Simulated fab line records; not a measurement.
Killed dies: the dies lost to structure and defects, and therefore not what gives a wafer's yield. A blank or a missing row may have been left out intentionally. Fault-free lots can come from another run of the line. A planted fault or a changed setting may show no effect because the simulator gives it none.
The tool behind it: which one? / flow n5-finfet / 10 lots with 30 wafers sampled at 2 steps, on a route of 1938 steps

WHAT THE GAUGES SHOWED, per wafer
N5_BEOL_M8_INSPECT_30: inspects for defects (brightfield).
lot=L261; measured=day 9 21:16; on=defect-inspect-01; raw-defect-count=384 419 483
lot=L262; measured=day 10 09:20; on=defect-inspect-01; raw-defect-count=426 423 490
lot=L263; measured=day 10 13:59; on=defect-inspect-02; raw-defect-count=327 298 327
lot=L265; measured=day 10 17:38; on=defect-inspect-02; raw-defect-count=459 658 402
lot=L270; measured=day 12 12:05; on=defect-inspect-02; raw-defect-count=476 394 424
lot=L268; measured=day 12 20:45; on=defect-inspect-02; raw-defect-count=379 427 379
lot=L276; measured=day 14 00:01; on=defect-inspect-02; raw-defect-count=412 323 417
lot=L277; measured=day 14 10:04; on=defect-inspect-02; raw-defect-count=430 432 544
lot=L280; measured=day 14 17:47; on=defect-inspect-01; raw-defect-count=298 297 364
lot=L279; measured=day 14 17:57; on=defect-inspect-02; raw-defect-count=337 320 353

EACH LOT AND THE TOOL THAT RAN IT (in order: tool; ch and the chambers of the sampled wafers; start)
lot=L261; N5_BEOL_M8_STRIP_19=rie-diel-02 ch 1,2,3, day 9 20:41
lot=L262; N5_BEOL_M8_STRIP_19=rie-diel-02 ch 1,2,3, day 10 08:52
lot=L263; N5_BEOL_M8_STRIP_19=rie-diel-02 ch 2,3, day 10 12:42
lot=L265; N5_BEOL_M8_STRIP_19=rie-diel-04 ch 1,2, day 10 16:52
lot=L270; N5_BEOL_M8_STRIP_19=rie-diel-02 ch 1,2,3, day 12 11:34
lot=L268; N5_BEOL_M8_STRIP_19=rie-diel-02 ch 0,3, day 12 19:15
lot=L276; N5_BEOL_M8_STRIP_19=rie-diel-02 ch 0,1,3, day 13 22:00
lot=L277; N5_BEOL_M8_STRIP_19=rie-diel-02 ch 0,1,2, day 14 06:25
lot=L280; N5_BEOL_M8_STRIP_19=rie-diel-04 ch 0,1,2, day 14 15:46
lot=L279; N5_BEOL_M8_STRIP_19=rie-diel-04 ch 0,3, day 14 15:53
- N5_BEOL_M8_STRIP_19: strips in O2.

AS READ BY THE TOOLS THEMSELVES (means over the sampled wafers that have a number; for cases with no such wafer, the mark the record gives instead)
N5_BEOL_M8_STRIP_19.
lot=L261; tool=rie-diel-02; drypump-motor-current-A (A)=5.4; oes-product-au (a.u.)=0.82; rf-vpp-V (V)=2.9; showerhead-plenum-p-Torr (Torr)=2.14; throttle-valve-pct (%)=16.59
lot=L262; tool=rie-diel-02; drypump-motor-current-A (A)=5.4; oes-product-au (a.u.)=0.81; rf-vpp-V (V)=3.5; showerhead-plenum-p-Torr (Torr)=2.14; throttle-valve-pct (%)=16.61
lot=L263; tool=rie-diel-02; drypump-motor-current-A (A)=5.6; oes-product-au (a.u.)=0.81; rf-vpp-V (V)=3.6; showerhead-plenum-p-Torr (Torr)=2.13; throttle-valve-pct (%)=16.63
lot=L265; tool=rie-diel-04; drypump-motor-current-A (A)=5.0; oes-product-au (a.u.)=0.81; rf-vpp-V (V)=3.3; showerhead-plenum-p-Torr (Torr)=2.08; throttle-valve-pct (%)=16.70
lot=L270; tool=rie-diel-02; drypump-motor-current-A (A)=5.4; oes-product-au (a.u.)=0.79; rf-vpp-V (V)=3.7; showerhead-plenum-p-Torr (Torr)=2.13; throttle-valve-pct (%)=16.64
lot=L268; tool=rie-diel-02; drypump-motor-current-A (A)=5.6; oes-product-au (a.u.)=0.74; rf-vpp-V (V)=3.8; showerhead-plenum-p-Torr (Torr)=2.03; throttle-valve-pct (%)=16.71
lot=L276; tool=rie-diel-02; drypump-motor-current-A (A)=5.4; oes-product-au (a.u.)=0.77; rf-vpp-V (V)=4.0; showerhead-plenum-p-Torr (Torr)=2.07; throttle-valve-pct (%)=16.64
lot=L277; tool=rie-diel-02; drypump-motor-current-A (A)=5.5; oes-product-au (a.u.)=0.72; rf-vpp-V (V)=3.8; showerhead-plenum-p-Torr (Torr)=2.08; throttle-valve-pct (%)=16.73
lot=L280; tool=rie-diel-04; drypump-motor-current-A (A)=5.3; oes-product-au (a.u.)=0.81; rf-vpp-V (V)=3.6; showerhead-plenum-p-Torr (Torr)=2.05; throttle-valve-pct (%)=16.67
lot=L279; tool=rie-diel-04; drypump-motor-current-A (A)=5.7; oes-product-au (a.u.)=0.66; rf-vpp-V (V)=3.4; showerhead-plenum-p-Torr (Torr)=1.96; throttle-valve-pct (%)=16.76

THE ANSWER, worked out from the rows above alone
Rule: what is usual is taken from the lots themselves. The widest of any qualifying gaps counts: lots, ordered by their means at a reading, are off when they make up no more than a third of the lots, leave a main group of 4 or more, and stand apart from it by 3 or more times the standard deviation of that group's means. The tables above print the reading to a certain number of digits; a main group whose means all agree to those digits is not used. A lot without any number at a reading at which 4 lots or more have one is off too. The other lots that the step has rows for count as sound. First the gauges in route order, then the tools' own readings, where a lot's mean is used as printed above. At the first step where some lot is off, the reading lying furthest off is the one used; lots without a number count as furthest.
Across all readings shown, no lot is off: no conclusion can be drawn from this.

WHAT HAD BEEN PUT IN BY THE SIMULATOR
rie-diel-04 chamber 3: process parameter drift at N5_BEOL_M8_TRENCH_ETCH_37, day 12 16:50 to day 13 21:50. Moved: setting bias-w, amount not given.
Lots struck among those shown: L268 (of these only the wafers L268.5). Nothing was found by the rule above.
